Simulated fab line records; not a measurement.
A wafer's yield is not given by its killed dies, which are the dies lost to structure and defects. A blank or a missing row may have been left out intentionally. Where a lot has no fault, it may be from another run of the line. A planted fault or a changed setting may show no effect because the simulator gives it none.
Matching of chambers	flow n5Finfet	rieDiel-01 running N5_FIN_SAQP_ETCH_57: 4 sister chambers
The step etches SiNx in CH3F/O2, target depth 32.5 nm, time 46.4 s. 8 wafers are shown with their chamber, then 7 later ones without.

## WAFERS WITH THEIR CHAMBER
wafer	chamber	showerheadPlenumPTorr (Torr)	throttleValvePct (%)
L079.3	0	2.04	16.42
L079.4	2	2.08	16.70
L088.2	0	2.03	16.45
L088.3	1	2.11	16.14
L089.4	1	2.10	16.16
L089.6	3	1.88	16.53
L090.1	3	1.88	16.52
L090.5	2	2.08	16.74

## WAFERS WITHOUT THEIR CHAMBER
wafer	showerheadPlenumPTorr (Torr)	throttleValvePct (%)
L090.6	2.10	16.14
L091.2	2.10	16.13
L091.4	2.03	16.46
L091.6	2.08	16.74
L095.1	1.88	16.54
L095.5	1.88	16.56
L095.6	2.03	16.48

## WHICH CHAMBER EACH WENT THROUGH
wafer	from the rows above	in truth
L090.6	1	1
L091.2	1	1
L091.4	0	0
L091.6	2	2
L095.1	3	3
L095.5	3	3
L095.6	0	0
Correct placement for 7 of the 7. Can't be placed from these rows: 0. Placed wrongly: 0.
How it was worked out, from the rows above alone: a wafer's distance from a chamber is the root of the sum, over the readings, of the square of ((its reading less the chamber's mean) divided by the reading's scatter). If the next closest chamber is less than 2 further off than the closest, the wafer can't be placed; otherwise it belongs to the closest. Each chamber's mean is taken over the wafers shown for it. The scatter: take each reading less its chamber's mean, square it, sum over the shown wafers, divide by the number of wafers less the number of chambers, and take the root.
